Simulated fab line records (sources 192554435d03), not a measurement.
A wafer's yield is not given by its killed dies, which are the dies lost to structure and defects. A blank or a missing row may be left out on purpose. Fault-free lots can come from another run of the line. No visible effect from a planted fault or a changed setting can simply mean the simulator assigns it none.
Which tool is to blame? | flow n5_finfet | Sampling: 11 lots, 33 wafers, 4 of 1938 route steps

== WHAT THE GAUGES READ, wafer by wafer ==
N5_BEOL_M9_INSPECT_58: inspects for defects (darkfield).
lot  | measured     | on                | raw_defect_count
L367 | day 9 23:16  | defect_inspect-01 | 89 73 92
L369 | day 11 02:41 | defect_inspect-01 | 49 76 61
L370 | day 11 09:29 | defect_inspect-02 | 31 48 37
L371 | day 11 18:02 | defect_inspect-01 | 55 57 76
L376 | day 12 08:52 | defect_inspect-02 | 140 131 140
L373 | day 12 09:49 | defect_inspect-02 | 112 45 46
L377 | day 12 17:20 | defect_inspect-02 | 92 43 87
L382 | day 14 15:02 | defect_inspect-02 | 552 488 573
L384 | day 14 20:46 | defect_inspect-01 | 502 502 509
L387 | day 16 00:37 | defect_inspect-01 | 41 25 37
L389 | day 16 02:41 | defect_inspect-01 | 57 73 48

== TOOL THAT RAN EACH LOT (tool first, then ch and the chambers of the sampled wafers, then the start) ==
lot  | N5_BEOL_M9_PRE_CLEAN_45      | N5_BEOL_M9_SURFACE_TREAT_79  | N5_BEOL_M9_CMP_52
L367 | pvd_sputter-02, day 9 20:53  | pvd_sputter-03, day 9 21:17  | cmp-03 ch 2,3, day 9 22:49
L369 | pvd_sputter-01, day 10 23:59 | pvd_sputter-03, day 11 00:51 | cmp-01 ch 0,1,2, day 11 02:14
L370 | pvd_sputter-01, day 11 07:22 | pvd_sputter-01, day 11 07:57 | cmp-03 ch 1,2,3, day 11 09:04
L371 | pvd_sputter-03, day 11 14:13 | pvd_sputter-03, day 11 14:47 | cmp-03 ch 1,2,3, day 11 17:22
L376 | pvd_sputter-03, day 12 07:08 | pvd_sputter-03, day 12 07:35 | cmp-03 ch 0,1,3, day 12 08:25
L373 | pvd_sputter-03, day 12 08:02 | pvd_sputter-02, day 12 08:25 | cmp-03 ch 0,1,2, day 12 09:22
L377 | pvd_sputter-03, day 12 15:26 | pvd_sputter-01, day 12 15:49 | cmp-04 ch 2,3, day 12 16:53
L382 | pvd_sputter-02, day 14 13:22 | pvd_sputter-02, day 14 13:44 | cmp-03 ch 0,2,3, day 14 14:39
L384 | pvd_sputter-02, day 14 19:01 | pvd_sputter-01, day 14 19:22 | cmp-03 ch 2,3, day 14 20:19
L387 | pvd_sputter-03, day 15 22:15 | pvd_sputter-01, day 15 22:47 | cmp-01 ch 0,2,3, day 16 00:14
L389 | pvd_sputter-02, day 15 23:20 | pvd_sputter-03, day 15 23:50 | cmp-04 ch 0,1,3, day 16 02:14
- N5_BEOL_M9_PRE_CLEAN_45: time 30 s.
- N5_BEOL_M9_SURFACE_TREAT_79
- N5_BEOL_M9_CMP_52: polishes, stops on SiCOH lowk, t overpolish 7 s, target thk 140 nm.

== THE ANSWER, worked out from the rows above alone ==
Rule: usual is defined by the lots themselves. Put in order of their means at a reading, lots are off if they are a third of the lots or fewer, leave a main group of 4 or more, and stand apart from it by a gap of 3 or more times the standard deviation of the main group's means; of several such gaps the widest counts. The tables above print the reading to a certain number of digits; a main group whose means all agree to those digits is not used. A lot without any number at a reading at which 4 lots or more have one is off too. The other lots that the step has rows for count as sound.
Off at N5_BEOL_M9_INSPECT_58 (raw_defect_count): L382, L384. For the main group the mean is 69 and the standard deviation 28.
If a tool, at a process step before that reading, ran all the lots that are off and no sound lot after the first of them, it fits. Those tools and the gauges at N5_BEOL_M9_INSPECT_58 are tried in the same way. One fits: N5_BEOL_M9_CMP_52 on cmp-03. A fault onset in the window from L373 (day 12 09:22, its last sound lot) to L382 (day 14 14:39, its first lot off) fits.

== WHAT THE SIMULATOR HAD PUT IN ==
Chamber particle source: cmp-03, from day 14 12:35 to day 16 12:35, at N5_BEOL_M9_CMP_52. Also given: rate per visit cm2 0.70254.
Struck lots among those shown: L382, L384. The rule given above showed the same thing.
